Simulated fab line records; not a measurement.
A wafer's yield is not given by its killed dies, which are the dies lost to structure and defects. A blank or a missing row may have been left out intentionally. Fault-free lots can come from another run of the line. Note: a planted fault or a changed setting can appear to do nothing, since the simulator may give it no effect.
Matching of chambers + flow nand harc + 4 sister chambers for NHARC_A_BLC_ALD_23 on ald metal-04
The step deposits TiN, target thk 3 nm, pulse time 1 s, ald cycles 150. 16 wafers are shown with their chamber, then 8 later ones without.

## WAFERS PAIRED WITH THEIR CHAMBERS
| wafer  | chamber | heater power w (W) | precursor pulse height rel |
|--------|---------|--------------------|----------------------------|
| L327.2 | 2       | 1128               | 1.023                      |
| L327.3 | 3       | 1180               | 1.025                      |
| L327.6 | 2       | 1117               | 1.006                      |
| L329.2 | 0       | 1026               | 1.026                      |
| L329.5 | 1       | 1245               | 0.998                      |
| L329.6 | 0       | 1018               | 0.970                      |
| L330.1 | 3       | 1162               | 1.013                      |
| L330.3 | 1       | 1209               | 0.992                      |
| L330.5 | 1       | 1204               | 1.024                      |
| L341.3 | 0       | 1075               | 1.003                      |
| L341.4 | 1       | 1112               | 0.982                      |
| L341.6 | 2       | 1153               | 0.970                      |
| L343.1 | 2       | 1134               | 0.982                      |
| L343.2 | 1       | 1110               | 1.017                      |
| L343.3 | 3       | 1114               | 0.976                      |
| L342.1 | 0       | 1072               | 1.014                      |

SIGNATURES (averages over the wafers above)
| reading                    | chamber 0 | chamber 1 | chamber 2 | chamber 3 | scatter within a chamber |
|----------------------------|-----------|-----------|-----------|-----------|--------------------------|
| heater power w             | 1047.75   | 1176.00   | 1133.00   | 1152.00   | 41.6                     |
| precursor pulse height rel | 1.00325   | 1.00260   | 0.99525   | 1.00467   | 0.0223                   |
Rule: a wafer lies at a distance from a chamber equal to the root of the sum of squares, over the readings, of (its reading less the chamber's mean, divided by the reading's scatter). If the next closest chamber is less than 2 further off than the closest, the wafer can't be placed; otherwise it belongs to the closest. The scatter: the root of (the sum of the squares of (reading less its chamber's mean) over the shown wafers, divided by (wafers less chambers)).

## WAFERS WHOSE CHAMBER IS MISSING
| wafer  | heater power w (W) | precursor pulse height rel |
|--------|--------------------|----------------------------|
| L342.2 | 1129               | 1.000                      |
| L342.3 | 1121               | 1.000                      |
| L345.2 | 1090               | 1.034                      |
| L345.3 | 1122               | 1.018                      |
| L345.6 | 1148               | 1.043                      |
| L346.1 | 1188               | 0.979                      |
| L346.2 | 1118               | 1.003                      |
| L346.6 | 1079               | 1.006                      |

## THE CHAMBER EACH PASSED THROUGH
| wafer  | from the rows above               | in truth |
|--------|-----------------------------------|----------|
| L342.2 | can't be placed: 2 or 3 or 1 or 0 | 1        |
| L342.3 | can't be placed: 2 or 3 or 1 or 0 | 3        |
| L345.2 | can't be placed: 0 or 3 or 2 or 1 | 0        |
| L345.3 | can't be placed: 3 or 2 or 1 or 0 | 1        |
| L345.6 | can't be placed: 3 or 1 or 2 or 0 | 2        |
| L346.1 | can't be placed: 1 or 3 or 2      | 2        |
| L346.2 | can't be placed: 2 or 3 or 1 or 0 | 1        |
| L346.6 | can't be placed: 0 or 2 or 3 or 1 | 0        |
Placed correctly: 0 of 8. From these rows, 8 cannot be placed; in 8 the true chamber is one of the candidates. Number placed wrongly: 0.
